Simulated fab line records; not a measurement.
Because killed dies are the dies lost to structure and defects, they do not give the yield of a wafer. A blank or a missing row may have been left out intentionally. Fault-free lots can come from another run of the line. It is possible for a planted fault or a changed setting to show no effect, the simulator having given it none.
Matching of chambers | flow n5_finfet | pecvd-03 running N5_BEOL_M3_PECVD_72: 3 sister chambers
The step deposits SiO2 from TEOS/O2, target thk 16 nm, time 18 s. 24 wafers are shown with their chamber, then 12 later ones without.

## EACH WAFER AND ITS CHAMBER
wafer  | chamber | throttle_valve_pct (%) | showerhead_plenum_p_Torr (Torr) | heater_power_outer_w (W)
L074.1 | 2       | 21.4                   | 8.76                            | 335
L074.2 | 0       | 22.0                   | 8.87                            | 358
L074.3 | 1       | 23.5                   | 8.70                            | 428
L074.4 | 0       | 22.3                   | 8.89                            | 349
L074.5 | 1       | 23.4                   | 8.72                            | 430
L074.6 | 2       | 21.7                   | 8.81                            | 338
L077.3 | 1       | 23.5                   | 8.71                            | 405
L077.4 | 1       | 23.4                   | 8.72                            | 398
L077.6 | 0       | 22.1                   | 8.87                            | 369
L076.3 | 0       | 22.1                   | 8.87                            | 354
L076.4 | 1       | 23.4                   | 8.72                            | 408
L076.6 | 0       | 22.1                   | 8.86                            | 360
L080.1 | 0       | 22.5                   | 8.87                            | 325
L080.4 | 2       | 21.5                   | 8.77                            | 343
L080.6 | 0       | 22.2                   | 8.86                            | 334
L081.1 | 0       | 22.3                   | 8.87                            | 396
L081.2 | 2       | 21.6                   | 8.79                            | 349
L081.5 | 1       | 23.7                   | 8.75                            | 420
L089.1 | 2       | 21.6                   | 8.77                            | 309
L089.2 | 0       | 22.3                   | 8.89                            | 360
L089.3 | 1       | 23.6                   | 8.72                            | 417
L089.4 | 0       | 22.4                   | 8.86                            | 366
L089.5 | 2       | 21.9                   | 8.79                            | 310
L089.6 | 1       | 23.5                   | 8.70                            | 409

SIGNATURES (averages over the wafers above)
reading                  | chamber 0 | chamber 1 | chamber 2 | scatter within a chamber
throttle_valve_pct       | 22.230    | 23.500    | 21.617    | 0.146
showerhead_plenum_p_Torr | 8.8710    | 8.7175    | 8.7817    | 0.0147
heater_power_outer_w     | 357.10    | 414.38    | 330.67    | 16.5
Rule: for each reading, subtract the chamber's mean from the wafer's reading, divide by that reading's scatter and square the result; add these up over the readings and take the root, which gives the wafer's distance from the chamber. The wafer belongs to the nearest chamber; if the next one is less than 2 further off, it can't be placed. The scatter: take each reading less its chamber's mean, square it, sum over the shown wafers, divide by the number of wafers less the number of chambers, and take the root.

## WAFERS WITHOUT THEIR CHAMBER
wafer  | throttle_valve_pct (%) | showerhead_plenum_p_Torr (Torr) | heater_power_outer_w (W)
L091.1 | 22.6                   | 8.87                            | 334
L091.3 | 21.7                   | 8.78                            | 334
L091.4 | 22.2                   | 8.88                            | 333
L092.2 | 22.5                   | 8.88                            | 413
L092.5 | 22.2                   | 8.86                            | 416
L092.6 | 23.6                   | 8.70                            | 426
L094.1 | 22.1                   | 8.88                            | 428
L094.2 | 21.6                   | 8.81                            | 333
L094.3 | 23.3                   | 8.72                            | 370
L094.4 | 22.2                   | 8.85                            | 424
L094.5 | 21.8                   | 8.79                            | 341
L094.6 | 23.7                   | 8.71                            | 382

## CHAMBER TAKEN BY EACH
wafer  | from the rows above | in truth
L091.1 | 0                   | 0
L091.3 | 2                   | 2
L091.4 | 0                   | 0
L092.2 | 0                   | 0
L092.5 | 0                   | 0
L092.6 | 1                   | 1
L094.1 | 0                   | 0
L094.2 | 2                   | 2
L094.3 | 1                   | 1
L094.4 | 0                   | 0
L094.5 | 2                   | 2
L094.6 | 1                   | 1
12 of 12 placed correctly. Can't be placed from these rows: 0. Wrongly placed: 0.
